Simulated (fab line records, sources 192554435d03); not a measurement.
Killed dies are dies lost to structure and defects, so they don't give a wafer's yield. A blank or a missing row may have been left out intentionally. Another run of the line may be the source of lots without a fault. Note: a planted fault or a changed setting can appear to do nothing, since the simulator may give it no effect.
fab line records | flow n5Finfet
record lots=7 | wafers=21
route steps=1938 shown BEOL_M13@1665 BEOL_M15@1776 MIM_BOT_LITHO@1858
startH: hours from the record's first day to the start of the lot's first wafer shown | waitH: how many hours have passed since the lot's step before this one | " unchanged from the row above | L1.1+2: a row that stands for several wafers | - no value, or no start was given | * or withheld: withheld | < > ~ a bound
route shown NAME@n: a module of which the file shows steps, and the number in the route of the first | usual: mean/standard deviation taken from wafers without a fault | same: alike in all rows | chamber/n: place in a boat | sites: per-site readings | _std_site: how widely they spread, as a standard deviation | _edge_site: outer sites' mean less inner sites' | radiusMm: how far each site lies from the wafer's centre | mask NAME#n: copy n | behind: the last tool/chamber to shape the wafer | hold: cause of the lot's hold/its duration in hours/its outcome | device: transistor that didn't switch, given as n, p or np | end of line: at the end of the route, the tests of the same wafers | where a step has no rows: the recipe by itself | killed: the dies lost at the first sort to structure and to defects; this is not the yield of the wafer | map: a wafer's dies, marking killed ones x, the rest . and places with no die _
set.NAME: setting as actually run; set.NAME@STEP: the setting as run at that earlier step | model.NAME: the simulator's own value behind a step, which no gauge read
lots whose settings were changed on purpose; a table a step, a row a wafer
## steps
# step N5_BEOL_M13_EXPOSE_07
# recipe maskId=V12 | na=0.93 | sourceShape=conventional | sigmaOuter=0.6 | polarization=unpolarized | attpsmPhaseDeg=180 | doseMj=24.8
lot.wafer  | tool          | chamber | startH | waitH | mask  | set.doseMj
L075.2+5   | krfScanner-02 | 0       | 278.79 | -     | V12#0 | 24.22
L075.4     | "             | 0       | "      | "     | V12#0 | 24.8
L077.1+2   | krfScanner-01 | 0       | 283.18 | -     | V12#0 | 26.47
L077.3     | "             | 0       | "      | "     | V12#0 | 24.8
L083.2+4+5 | krfScanner-01 | 0       | 297.62 | -     | V12#0 | 24.8
L080.1+6   | krfScanner-02 | 0       | 310.39 | -     | V12#0 | 22.95
L080.3     | "             | 0       | "      | "     | V12#0 | 24.8
L085.3     | krfScanner-01 | 0       | 334.01 | -     | V12#0 | 24.8
L085.5+6   | "             | 0       | "      | "     | V12#0 | 23.24
L090.2+5   | krfScanner-02 | 0       | 347.65 | -     | V12#0 | 25.47
L090.6     | "             | 0       | "      | "     | V12#0 | 24.8
L091.2+3   | krfScanner-01 | 0       | 370.61 | -     | V12#0 | 23.32
L091.4     | "             | 0       | "      | "     | V12#0 | 24.8
# step N5_BEOL_M13_PEB_08
# recipe pebTempC=130 | pebTimeS=90
# step N5_BEOL_M13_DEVELOP_09
# recipe developTimeS=45 | rinseLiquid=diw | dry=airSpin | devTempC=21
# step N5_BEOL_M13_HARDBAKE_14
# recipe tempC=130 | timeS=120
# step N5_BEOL_M13_CD_MEAS_10
# recipe targetCdNm=190 | landingEnergyEv=500 | detector=seInlens | polarity=opening
# usual cdNm=188.8/1.5
lot.wafer | tool     | chamber | startH | waitH | set.doseMj@BEOL_M13_EXPOSE_07 | cdNm
L075.2    | cdSem-02 | 0       | 278.96 | -     | 24.22                         | 183.5
L075.4    | "        | 0       | "      | "     | 24.8                          | 187.1
L075.5    | "        | 0       | "      | "     | 24.22                         | 184.4
L077.1    | cdSem-03 | 0       | 283.36 | -     | 26.47                         | 195.5
L077.2    | "        | 0       | "      | "     | 26.47                         | 195.4
L077.3    | "        | 0       | "      | "     | 24.8                          | 187.5
L083.2    | cdSem-02 | 0       | 297.78 | -     | 24.8                          | 189.8
L083.4    | "        | 0       | "      | "     | 24.8                          | 189.9
L083.5    | "        | 0       | "      | "     | 24.8                          | 189.2
L080.1    | cdSem-03 | 0       | 310.56 | -     | 22.95                         | 180.9
L080.3    | "        | 0       | "      | "     | 24.8                          | 189.5
L080.6    | "        | 0       | "      | "     | 22.95                         | 181.2
L085.3    | cdSem-01 | 0       | 334.18 | -     | 24.8                          | 188.4
L085.5    | "        | 0       | "      | "     | 23.24                         | 182.2
L085.6    | "        | 0       | "      | "     | 23.24                         | 181.9
L090.2    | cdSem-03 | 0       | 347.82 | -     | 25.47                         | 193.6
L090.5    | "        | 0       | "      | "     | 25.47                         | 193.3
L090.6    | "        | 0       | "      | "     | 24.8                          | 190.2
L091.2    | cdSem-01 | 0       | 370.78 | -     | 23.32                         | 182.4
L091.3    | "        | 0       | "      | "     | 23.32                         | 181.9
L091.4    | "        | 0       | "      | "     | 24.8                          | 187.8
# step N5_BEOL_M13_DESCUM_15
# recipe chemistry=O2 | timeS=7.9 | sourcePowerW=50 | biasPowerW=20 | pressureMtorr=20 | rfFrequencyHz=2.712e+07 | tempC=40 | o2FlowSccm=225
# step N5_BEOL_M13_ETCH_59
# recipe chemistry=N2/H2 | target=BARC | targetDepthA=890 | overetchA=267 | timeS=67.9 | ionEnergyEv=200 | pressureMtorr=30 | sourceW=840 | biasW=150 | n2FlowSccm=200 | h2FlowSccm=200
# step N5_BEOL_M13_VIA_ETCH_16
# recipe chemistry=C4F8/O2/Ar | target=SiOC | pressureMtorr=30 | sourceW=3000 | biasW=700 | Ar_flow_sccm=400 | C4F8_flow_sccm=15 | O2_flow_sccm=8 | heInnerTorr=15 | heOuterTorr=30 | targetDepthA=9217 | timeS=withheld | ionEnergyEv=250 | ends=cleared
lot.wafer | tool       | chamber | startH | waitH | set.timeS@BEOL_M13_ILD_DEP_00 | model.etch.depthNm | model.coat_of_BEOL_M13_COAT_04.thkNm
L075.2    | rieDiel-05 | 3       | 279.72 | 0.0   | *                             | 750.2              | 98.4
L075.4    | "          | 2       | "      | "     | *                             | 763.6              | 90.8
L075.5    | "          | 2       | "      | "     | *                             | 858.3              | 63.2
L077.1    | rieDiel-05 | 1       | 283.53 | 0.0   | *                             | 788.2              | 84.6
L077.2    | "          | 2       | "      | "     | *                             | 830.7              | 70.6
L077.3    | "          | 0       | "      | "     | *                             | 853.4              | 66.4
L083.2    | rieDiel-02 | 3       | 297.96 | 0.0   | *                             | 830.8              | 73.8
L083.4    | "          | 2       | "      | "     | *                             | 832.1              | 72
L083.5    | "          | 1       | "      | "     | *                             | 827.8              | 73
L080.1    | rieDiel-02 | 3       | 310.74 | 0.0   | *                             | 755.7              | 92.6
L080.3    | "          | 1       | "      | "     | *                             | 765.6              | 90.4
L080.6    | "          | 1       | "      | "     | *                             | 851.8              | 63.6
L085.3    | rieDiel-04 | 3       | 334.48 | 0.0   | *                             | 822.7              | 74.2
L085.5    | "          | 0       | "      | "     | *                             | 851.4              | 67.6
L085.6    | "          | 1       | "      | "     | *                             | 845.3              | 68
L090.2    | rieDiel-02 | 3       | 347.99 | 0.0   | *                             | 820.9              | 73.6
L090.5    | "          | 3       | "      | "     | *                             | 783.9              | 86.4
L090.6    | "          | 2       | "      | "     | *                             | 777.9              | 88.6
L091.2    | rieDiel-04 | 1       | 370.95 | 0.0   | *                             | 838.3              | 69
L091.3    | "          | 3       | "      | "     | *                             | 924.8              | 43.2
L091.4    | "          | 2       | "      | "     | *                             | 844.6              | 67.8
# step N5_BEOL_M13_STRIP_63
# recipe chemistry=N2/H2 | powerW=1000 | tempC=250 | h2Frac=0.65 | overashFraction=0.3 | pressureMtorr=1000 | n2FlowSccm=1750 | h2FlowSccm=3250
# usual stripTimeToEndpointS=27.6/1
lot.wafer | tool           | chamber | startH | waitH | set.timeS@BEOL_M13_ILD_DEP_00 | stripTimeToEndpointS
L075.2    | plasmaAsher-01 | 0       | 279.96 | -     | 149.5                         | 35.8
L075.4    | "              | 1       | "      | "     | 149.5                         | 33.7
L075.5    | "              | 1       | "      | "     | 166.4                         | 25.6
L077.1    | plasmaAsher-02 | 0       | 283.77 | -     | 159.2                         | 31.9
L077.2    | "              | 1       | "      | "     | 166.4                         | 27.9
L077.3    | "              | 0       | "      | "     | 166.4                         | 26.6
L083.2    | plasmaAsher-02 | 0       | 298.19 | -     | 166.4                         | 28.8
L083.4    | "              | 0       | "      | "     | 166.4                         | 28.2
L083.5    | "              | 1       | "      | "     | 166.4                         | 28.6
L080.1    | plasmaAsher-02 | 0       | 310.97 | -     | 150.3                         | 34.2
L080.3    | "              | 1       | "      | "     | 150.3                         | 33.5
L080.6    | "              | 0       | "      | "     | 166.4                         | 25.8
L085.3    | plasmaAsher-02 | 0       | 334.74 | -     | 166.4                         | 28.9
L085.5    | "              | 0       | "      | "     | 166.4                         | 26.9
L085.6    | "              | 1       | "      | "     | 166.4                         | 27.1
L090.2    | plasmaAsher-01 | 1       | 348.23 | -     | 166.4                         | 28.7
L090.5    | "              | 1       | "      | "     | 155.4                         | 32.4
L090.6    | "              | 0       | "      | "     | 155.4                         | 33.0
L091.2    | plasmaAsher-02 | 1       | 371.19 | -     | 166.4                         | 27.4
L091.3    | "              | 0       | "      | "     | 182.9                         | 19.5
L091.4    | "              | 1       | "      | "     | 166.4                         | 27.0
# step N5_BEOL_M13_STRIP_64
# recipe chemistry=N2/H2 | powerW=1000 | tempC=250 | h2Frac=0.65 | overashFraction=0.3 | pressureMtorr=withheld | n2FlowSccm=1750 | h2FlowSccm=3250
# step N5_BEOL_M13_STRIP_71
# recipe chemistry=postEtchResidueRemover | timeS=60 | tempC=25 | removerPh=withheld | removerWaterWtPct=withheld | removerFluorideWtPct=withheld
# step N5_BEOL_M13_SRD_72
# recipe timeS=30 | tempC=23 | rinseLiquid=diw | dry=n2Spin | spinRpm=1500 | dryTimeS=30
# step N5_BEOL_M13_CD_MEAS_17
# recipe targetCdNm=190 | polarity=opening
# usual cdNm=189.0/1.9
lot.wafer | tool     | chamber | startH | waitH | set.doseMj@BEOL_M13_EXPOSE_07 | cdNm
L075.2    | cdSem-02 | -       | 280.16 | 0.0   | 24.22                         | 183.1
L075.4    | "        | -       | "      | "     | 24.8                          | 186.2
L075.5    | "        | -       | "      | "     | 24.22                         | 185.1
L077.1    | cdSem-01 | -       | 283.97 | 0.0   | 26.47                         | 196.5
L077.2    | "        | -       | "      | "     | 26.47                         | 197.6
L077.3    | "        | -       | "      | "     | 24.8                          | 187.7
L083.2    | cdSem-02 | -       | 298.40 | 0.0   | 24.8                          | 190.7
L083.4    | "        | -       | "      | "     | 24.8                          | 189.2
L083.5    | "        | -       | "      | "     | 24.8                          | 189.4
L080.1    | cdSem-01 | -       | 311.18 | 0.0   | 22.95                         | 180.2
L080.3    | "        | -       | "      | "     | 24.8                          | 188.4
L080.6    | "        | -       | "      | "     | 22.95                         | 180.3
L085.3    | cdSem-03 | -       | 334.93 | 0.0   | 24.8                          | 189.2
L085.5    | "        | -       | "      | "     | 23.24                         | 183.2
L085.6    | "        | -       | "      | "     | 23.24                         | 182.0
L090.2    | cdSem-02 | -       | 348.44 | 0.0   | 25.47                         | 193.9
L090.5    | "        | -       | "      | "     | 25.47                         | 193.9
L090.6    | "        | -       | "      | "     | 24.8                          | 190.3
L091.2    | cdSem-03 | -       | 371.40 | 0.0   | 23.32                         | 181.9
L091.3    | "        | -       | "      | "     | 23.32                         | 183.0
L091.4    | "        | -       | "      | "     | 24.8                          | 188.8
# step N5_BEOL_M13_TRENCH_ETCH_34
# recipe chemistry=C4F8/O2/Ar | target=SiOC | targetDepthA=4134.7 | maskMaterial=SOC | pressureMtorr=30 | sourceW=3000 | biasW=700 | Ar_flow_sccm=400 | C4F8_flow_sccm=15 | O2_flow_sccm=8 | heInnerTorr=15 | heOuterTorr=30 | timeS=162.6 | ionEnergyEv=250
lot.wafer | tool       | chamber | startH | waitH | set.timeS | model.etch.depthNm
L075.2    | rieDiel-05 | 3       | 281.10 | 0.0   | 175.8     | 437.8
L075.4    | "          | 2       | "      | "     | 175.8     | 458.6
L075.5    | "          | 1       | "      | "     | 162.6     | 416.2
L077.1    | rieDiel-05 | 2       | 284.86 | 0.0   | 162.6     | 420.2
L077.2    | "          | 3       | "      | "     | 162.6     | 402
L077.3    | "          | 0       | "      | "     | 162.6     | 408.7
L083.2    | rieDiel-04 | 1       | 299.41 | 0.0   | 162.6     | 413.7
L083.4    | "          | 3       | "      | "     | 162.6     | 418.1
L083.5    | "          | 0       | "      | "     | 162.6     | 411.6
L080.1    | rieDiel-05 | 2       | 312.36 | 0.0   | 162.6     | 414.9
L080.3    | "          | 2       | "      | "     | 162.6     | 415.2
L080.6    | "          | 1       | "      | "     | 162.6     | 410.6
L085.3    | rieDiel-02 | 3       | 336.26 | 0.0   | 162.6     | 404.9
L085.5    | "          | 1       | "      | "     | 162.6     | 413.1
L085.6    | "          | 2       | "      | "     | 162.6     | 410
L090.2    | rieDiel-02 | 2       | 349.47 | 0.0   | 162.6     | 406.6
L090.5    | "          | 2       | "      | "     | 162.6     | 409.2
L090.6    | "          | 3       | "      | "     | 162.6     | 405.5
L091.2    | rieDiel-05 | 1       | 372.72 | 0.0   | 129       | 330.8
L091.3    | "          | 0       | "      | "     | 162.6     | 418.8
L091.4    | "          | 0       | "      | "     | 162.6     | 421.4
# step N5_BEOL_M13_STRIP_70
# recipe chemistry=C4F8/O2/Ar | resist=SiARC | rfFrequencyHz=6e+07
# step N5_BEOL_M13_OCD_MEAS_35
# usual trenchDepthNm=412/5.5
lot.wafer | tool   | chamber | startH | waitH | set.timeS@BEOL_M13_TRENCH_ETCH_34 | trenchDepthNm
L075.2    | ocd-02 | -       | 281.28 | 0.0   | 175.8                             | 438
L075.4    | "      | -       | "      | "     | 175.8                             | 458
L075.5    | "      | -       | "      | "     | 162.6                             | 416
L077.1    | ocd-01 | -       | 285.03 | 0.0   | 162.6                             | 420
L077.2    | "      | -       | "      | "     | 162.6                             | 402
L077.3    | "      | -       | "      | "     | 162.6                             | 409
L083.2    | ocd-01 | -       | 299.59 | 0.0   | 162.6                             | 414
L083.4    | "      | -       | "      | "     | 162.6                             | 418
L083.5    | "      | -       | "      | "     | 162.6                             | 412
L080.1    | ocd-01 | -       | 312.61 | 0.0   | 162.6                             | 414
L080.3    | "      | -       | "      | "     | 162.6                             | 415
L080.6    | "      | -       | "      | "     | 162.6                             | 411
L085.3    | ocd-01 | -       | 336.43 | 0.0   | 162.6                             | 405
L085.5    | "      | -       | "      | "     | 162.6                             | 413
L085.6    | "      | -       | "      | "     | 162.6                             | 410
L090.2    | ocd-02 | -       | 349.65 | 0.0   | 162.6                             | 406
L090.5    | "      | -       | "      | "     | 162.6                             | 409
L090.6    | "      | -       | "      | "     | 162.6                             | 406
L091.2    | ocd-01 | -       | 372.90 | 0.0   | 129                               | 331
L091.3    | "      | -       | "      | "     | 162.6                             | 419
L091.4    | "      | -       | "      | "     | 162.6                             | 421
# step N5_BEOL_M13_STRIP_37
# recipe chemistry=N2/H2 | powerW=1000 | tempC=250 | h2Frac=0.65 | overashFraction=0.3 | pressureMtorr=withheld | n2FlowSccm=1750 | h2FlowSccm=3250
# step N5_BEOL_M13_ETCH_38
# recipe chemistry=CF4/N2 | target=SiCN | targetDepthA=675 | taperDeg=2 | timeS=71.9 | ionEnergyEv=150 | maskMaterial=SiO2 | pressureMtorr=40 | sourceW=430 | biasW=70 | Ar_flow_sccm=100 | cf4FlowSccm=60 | n2FlowSccm=60
# step N5_BEOL_M13_ECD_47
# recipe material=Cu | targetThkA=9360
# step N5_BEOL_M13_ANNEAL_48
# recipe tempC=225 | timeS=90 | ambient=N2
# step N5_BEOL_M13_CMP_49
# recipe stopOn=SiOC | tOverpolishS=17.1 | downForcePsi=1 | platenRpm=50 | clearingPlatenDownForcePsi=1.5 | clearingPlatenRpm=50 | postCmpClean=cuAlkaline | targetThkNm=420 | clearingPlatenPadVelocityMS=0.99484 | padVelocityMS=0.99484
lot.wafer | tool   | chamber | startH | waitH | set.timeS@BEOL_M13_TRENCH_ETCH_34 | model.Cu_of_BEOL_M13_ECD_47.thkNm
L075.2    | cmp-01 | 2       | 282.50 | 0.2   | 175.8                             | 445.2
L075.4    | "      | 0       | "      | "     | 175.8                             | 465.4
L075.5    | "      | 3       | "      | "     | 162.6                             | 422.4
L077.3    | cmp-02 | 1       | 287.08 | 0.2   | 162.6                             | 414.2
L077.1    | "      | 3       | "      | "     | 162.6                             | 427.8
L077.2    | "      | 0       | "      | "     | 162.6                             | 408.8
L083.2    | cmp-02 | 3       | 300.72 | 0.2   | 162.6                             | 421.6
L083.4    | "      | 2       | "      | "     | 162.6                             | 425.4
L083.5    | "      | 0       | "      | "     | 162.6                             | 417.8
L080.3    | cmp-02 | 1       | 315.31 | 0.2   | 162.6                             | 422.2
L080.1    | "      | 2       | "      | "     | 162.6                             | 421.4
L080.6    | "      | 2       | "      | "     | 162.6                             | 418
L085.3    | cmp-01 | 3       | 342.00 | 0.2   | 162.6                             | 412
L085.5    | "      | 3       | "      | "     | 162.6                             | 420.6
L085.6    | "      | 0       | "      | "     | 162.6                             | 417.8
L090.2+6  | cmp-03 | 2       | 352.48 | 0.2   | 162.6                             | 413
L090.5    | "      | 1       | "      | "     | 162.6                             | 415.6
L091.3    | cmp-01 | 1       | 377.32 | 0.2   | 162.6                             | 425.8
L091.4    | "      | 3       | "      | "     | 162.6                             | 428.6
L091.2    | "      | 0       | "      | "     | 129                               | 338.6
# step N5_BEOL_M13_THK_MEAS_50
# recipe thkMeasGauge=xrf | reads=Cu_of_BEOL_M13_ECD_47
# usual M13_THK=426/5.9
lot.wafer | tool         | chamber | startH | waitH | set.timeS@BEOL_M13_TRENCH_ETCH_34 | M13_THK[nm]
L075.2    | filmMetro-01 | -       | 282.79 | -     | 175.8                             | 455
L075.4    | "            | -       | "      | "     | 175.8                             | 475
L075.5    | "            | -       | "      | "     | 162.6                             | 430
L077.1    | filmMetro-01 | -       | 287.37 | -     | 162.6                             | 436
L077.2    | "            | -       | "      | "     | 162.6                             | 419
L077.3    | "            | -       | "      | "     | 162.6                             | 421
L083.2    | filmMetro-02 | -       | 301.02 | -     | 162.6                             | 427
L083.4    | "            | -       | "      | "     | 162.6                             | 429
L083.5    | "            | -       | "      | "     | 162.6                             | 423
L080.1    | filmMetro-02 | -       | 315.61 | -     | 162.6                             | 427
L080.3    | "            | -       | "      | "     | 162.6                             | 427
L080.6    | "            | -       | "      | "     | 162.6                             | 422
L085.3    | filmMetro-02 | -       | 342.30 | -     | 162.6                             | 418
L085.5    | "            | -       | "      | "     | 162.6                             | 427
L085.6    | "            | -       | "      | "     | 162.6                             | 425
L090.2    | filmMetro-02 | -       | 352.74 | -     | 162.6                             | 418
L090.5    | "            | -       | "      | "     | 162.6                             | 422
L090.6    | "            | -       | "      | "     | 162.6                             | 418
L091.2    | filmMetro-02 | -       | 377.61 | -     | 129                               | 345
L091.3    | "            | -       | "      | "     | 162.6                             | 433
L091.4    | "            | -       | "      | "     | 162.6                             | 434
# step N5_BEOL_M13_PRE_CLEAN_52
# recipe gas=NH3 | timeS=15 | tempC=withheld | rfPowerW=300
# step N5_BEOL_M13_DEP_53
# recipe material=SiCN | targetThkA=500 | tempC=withheld | precursor=3MS/NH3 | pressureTorr=3 | rfW=675 | timeS=17.8
# step N5_BEOL_M13_RS_MEAS_54
# recipe thkMeasGauge=four-point-probe | reads=Cu_of_BEOL_M13_ECD_47+Ta_of_BEOL_M13_SPUTTER_44+TaN_of_BEOL_M13_SPUTTER_43
# usual M13_RS=0.0450/0.0006
lot.wafer | tool         | chamber | startH | waitH | set.timeS@BEOL_M13_TRENCH_ETCH_34 | M13_RS[ohm/sq]
L075.2    | filmMetro-01 | -       | 282.92 | 0.1   | 175.8                             | 0.0423
L075.4    | "            | -       | "      | "     | 175.8                             | 0.0404
L075.5    | "            | -       | "      | "     | 162.6                             | 0.0446
L077.1    | filmMetro-01 | -       | 287.50 | 0.0   | 162.6                             | 0.0440
L077.2    | "            | -       | "      | "     | 162.6                             | 0.0461
L077.3    | "            | -       | "      | "     | 162.6                             | 0.0455
L083.2    | filmMetro-02 | -       | 301.15 | 0.1   | 162.6                             | 0.0448
L083.4    | "            | -       | "      | "     | 162.6                             | 0.0443
L083.5    | "            | -       | "      | "     | 162.6                             | 0.0451
L080.1    | filmMetro-02 | -       | 315.76 | 0.1   | 162.6                             | 0.0448
L080.3    | "            | -       | "      | "     | 162.6                             | 0.0447
L080.6    | "            | -       | "      | "     | 162.6                             | 0.0452
L085.3    | filmMetro-02 | -       | 342.42 | 0.1   | 162.6                             | 0.0457
L085.5    | "            | -       | "      | "     | 162.6                             | 0.0448
L085.6    | "            | -       | "      | "     | 162.6                             | 0.0451
L090.2    | filmMetro-01 | -       | 352.86 | 0.1   | 162.6                             | 0.0456
L090.5    | "            | -       | "      | "     | 162.6                             | 0.0454
L090.6    | "            | -       | "      | "     | 162.6                             | 0.0456
L091.2    | filmMetro-01 | -       | 377.74 | 0.1   | 129                               | 0.0560
L091.3    | "            | -       | "      | "     | 162.6                             | 0.0442
L091.4    | "            | -       | "      | "     | 162.6                             | 0.0440
# step N5_BEOL_M15_COAT_04
# recipe spinRpm=1704 | resistThkNm=800
lot.wafer | tool          | chamber | startH | waitH | set.spinRpm | model.coat_of_BEOL_M15_COAT_04.thkNm
L075.2    | lithoTrack-01 | 0       | -      | -     | 1838        | 770
L075.4    | "             | 0       | "      | "     | 1704        | 797.6
L075.5    | "             | 0       | "      | "     | 1704        | 800.8
L077.1    | lithoTrack-01 | 0       | -      | -     | 1704        | 801
L077.2    | "             | 0       | "      | "     | 1704        | 801.4
L077.3    | "             | 0       | "      | "     | 1704        | 800
L083.2    | lithoTrack-02 | 0       | -      | -     | 1704        | 800
L083.4    | "             | 0       | "      | "     | 1704        | 799.8
L083.5    | "             | 0       | "      | "     | 1704        | 798
L080.1    | lithoTrack-02 | 0       | -      | -     | 1787        | 780.6
L080.3    | "             | 0       | "      | "     | 1704        | 799.4
L080.6    | "             | 0       | "      | "     | 1704        | 802.4
L085.3    | lithoTrack-02 | 0       | -      | -     | 1614        | 821
L085.5    | "             | 0       | "      | "     | 1614        | 817.6
L085.6    | "             | 0       | "      | "     | 1704        | 796.4
L090.2    | lithoTrack-01 | 0       | -      | -     | 1704        | 801.2
L090.5    | "             | 0       | "      | "     | 1568        | 837
L090.6    | "             | 0       | "      | "     | 1704        | 800.6
L091.2    | lithoTrack-02 | 0       | -      | -     | 1515        | 850.8
L091.3    | "             | 0       | "      | "     | 1704        | 800.8
L091.4    | "             | 0       | "      | "     | 1515        | 849
# step N5_BEOL_M15_EBR_06
# recipe solvent=PGMEA | ebrWidthMm=1.5
# step N5_BEOL_M15_SOFTBAKE_05
# recipe tempC=130 | timeS=60
# step N5_BEOL_M15_DESCUM_15
# recipe chemistry=O2 | timeS=7.9 | sourcePowerW=50 | biasPowerW=20 | pressureMtorr=20 | rfFrequencyHz=2.712e+07 | tempC=40 | o2FlowSccm=225
# step N5_BEOL_M15_ETCH_59
# recipe chemistry=N2/H2 | target=BARC | targetDepthA=890 | overetchA=267 | timeS=67.9 | ionEnergyEv=200 | pressureMtorr=30 | sourceW=840 | biasW=150 | n2FlowSccm=200 | h2FlowSccm=200
lot.wafer | tool       | chamber | startH | waitH | set.spinRpm@BEOL_M15_COAT_04 | model.coat_of_BEOL_M15_COAT_04.thkNm
L075.2    | rieDiel-02 | 2       | 288.35 | 0.0   | 1838                         | 687.4
L075.4    | "          | 1       | "      | "     | 1704                         | 714.2
L075.5    | "          | 1       | "      | "     | 1704                         | 718.2
L077.1    | rieDiel-04 | 3       | 293.55 | 0.0   | 1704                         | 718
L077.2    | "          | 0       | "      | "     | 1704                         | 719.6
L077.3    | "          | 2       | "      | "     | 1704                         | 717.8
L083.2    | rieDiel-05 | 0       | 306.58 | 0.0   | 1704                         | 718.8
L083.4    | "          | 2       | "      | "     | 1704                         | 716.8
L083.5    | "          | 1       | "      | "     | 1704                         | 715.4
L080.1    | rieDiel-02 | 0       | 323.77 | 0.0   | 1787                         | 696.6
L080.3    | "          | 2       | "      | "     | 1704                         | 716.6
L080.6    | "          | 1       | "      | "     | 1704                         | 718.8
L085.3    | rieDiel-04 | 3       | 348.09 | 0.0   | 1614                         | 737.6
L085.5    | "          | 2       | "      | "     | 1614                         | 735
L085.6    | "          | 3       | "      | "     | 1704                         | 713.2
L090.2    | rieDiel-04 | 3       | 357.69 | 0.0   | 1704                         | 717.6
L090.5    | "          | 3       | "      | "     | 1568                         | 753.4
L090.6    | "          | 0       | "      | "     | 1704                         | 718.8
L091.2    | rieDiel-05 | 1       | 384.67 | 0.0   | 1515                         | 767.8
L091.3    | "          | 3       | "      | "     | 1704                         | 718.6
L091.4    | "          | 0       | "      | "     | 1515                         | 766.4
# step N5_BEOL_M15_VIA_ETCH_16
# recipe chemistry=C4F8/O2/Ar | target=SiO2 | heInnerTorr=15 | heOuterTorr=30 | targetDepthA=17922 | timeS=withheld | ionEnergyEv=800 | pressureMtorr=20 | sourceW=1905 | biasW=2040 | Ar_flow_sccm=400 | C4F8_flow_sccm=16 | O2_flow_sccm=12 | ends=cleared
lot.wafer | tool       | chamber | startH | waitH | set.spinRpm@BEOL_M15_COAT_04 | model.coat_of_BEOL_M15_COAT_04.thkNm
L075.2    | rieDiel-02 | 2       | 288.40 | 0.0   | 1838                         | 302.6
L075.4    | "          | 1       | "      | "     | 1704                         | 333.6
L075.5    | "          | 1       | "      | "     | 1704                         | 338.6
L077.1    | rieDiel-04 | 3       | 293.60 | 0.0   | 1704                         | 331
L077.2    | "          | 0       | "      | "     | 1704                         | 328.4
L077.3    | "          | 2       | "      | "     | 1704                         | 325
L083.2    | rieDiel-05 | 0       | 306.63 | 0.0   | 1704                         | 339.4
L083.4    | "          | 2       | "      | "     | 1704                         | 332.2
L083.5    | "          | 1       | "      | "     | 1704                         | 327.4
L080.1    | rieDiel-02 | 0       | 323.82 | 0.0   | 1787                         | 319.6
L080.3    | "          | 2       | "      | "     | 1704                         | 330.4
L080.6    | "          | 1       | "      | "     | 1704                         | 340.4
L085.3    | rieDiel-04 | 3       | 348.14 | 0.0   | 1614                         | 351.4
L085.5    | "          | 2       | "      | "     | 1614                         | 343.8
L085.6    | "          | 3       | "      | "     | 1704                         | 323.8
L090.2    | rieDiel-04 | 3       | 357.74 | 0.0   | 1704                         | 329.4
L090.5    | "          | 3       | "      | "     | 1568                         | 357.6
L090.6    | "          | 0       | "      | "     | 1704                         | 325
L091.2+4  | rieDiel-05 | 1,0     | 384.72 | 0.0   | 1515                         | 382.2
L091.3    | "          | 3       | "      | "     | 1704                         | 340.4
# step N5_MIM_BOT_LITHO_EXPOSE_05
# recipe maskId=MIM_BOT | na=0.55 | sourceShape=conventional | sigmaOuter=0.8 | polarization=unpolarized | doseMj=24.25
lot.wafer  | tool          | chamber | startH | waitH | mask      | set.doseMj
L075.2+4   | krfScanner-02 | 0       | 298.76 | -     | MIM_BOT#0 | 24.25
L075.5     | "             | 0       | "      | "     | MIM_BOT#0 | 23.54
L077.1+2+3 | krfScanner-01 | 0       | 301.46 | -     | MIM_BOT#0 | 24.25
L083.2+4+5 | krfScanner-02 | 0       | 318.89 | -     | MIM_BOT#0 | 24.25
L080.1+3   | krfScanner-01 | 0       | 335.71 | -     | MIM_BOT#0 | 26.04
L080.6     | "             | 0       | "      | "     | MIM_BOT#0 | 24.25
L085.3+5   | krfScanner-02 | 0       | 357.38 | -     | MIM_BOT#0 | 25.78
L085.6     | "             | 0       | "      | "     | MIM_BOT#0 | 24.25
L090.2     | krfScanner-02 | 0       | 373.12 | -     | MIM_BOT#0 | 22.97
L090.5+6   | "             | 0       | "      | "     | MIM_BOT#0 | 24.25
L091.2+4   | krfScanner-02 | 0       | 395.49 | -     | MIM_BOT#0 | 24.25
L091.3     | "             | 0       | "      | "     | MIM_BOT#0 | 23.07
## key
split step=N5_BEOL_M13_EXPOSE_07 | setting=doseMj | stated=24.8 | by=wafer
response step=N5_BEOL_M13_CD_MEAS_10 | reading=cdNm | change=+1.09 | per=1% | r=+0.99
response step=N5_BEOL_M13_CD_MEAS_17 | reading=cdNm | change=+1.16 | per=1% | r=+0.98
split step=N5_BEOL_M13_TRENCH_ETCH_34 | setting=timeS | stated=162.6 | by=wafer
response step=N5_BEOL_M13_TRENCH_ETCH_34 | reading=model.etch.depthNm | change=+4.27 | per=1% | r=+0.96
response step=N5_BEOL_M13_OCD_MEAS_35 | reading=trenchDepthNm | change=+4.26 | per=1% | r=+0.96
response step=N5_BEOL_M13_CMP_49 | reading=model.Cu_of_BEOL_M13_ECD_47.thkNm | change=+4.26 | per=1% | r=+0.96
response step=N5_BEOL_M13_THK_MEAS_50 | reading=M13_THK | change=+4.28 | per=1% | r=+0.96
response step=N5_BEOL_M13_RS_MEAS_54 | reading=M13_RS | change=-0.000555 | per=1% | r=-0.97
split step=N5_BEOL_M15_COAT_04 | setting=spinRpm | stated=1704 | by=wafer
response step=N5_BEOL_M15_COAT_04 | reading=model.coat_of_BEOL_M15_COAT_04.thkNm | change=-4.27 | per=1% | r=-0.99
response step=N5_BEOL_M15_ETCH_59 | reading=model.coat_of_BEOL_M15_COAT_04.thkNm | change=-4.23 | per=1% | r=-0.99
response step=N5_BEOL_M15_VIA_ETCH_16 | reading=model.coat_of_BEOL_M15_COAT_04.thkNm | change=-3.91 | per=1% | r=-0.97
split step=N5_MIM_BOT_LITHO_EXPOSE_05 | setting=doseMj | stated=24.25 | by=wafer
response none in this file
split outsideThisFile step=N5_BEOL_M13_ILD_DEP_00 setting=timeS
# split outsideThisFile: this setting was split too, and the file shows its column; the key of that split is in another file
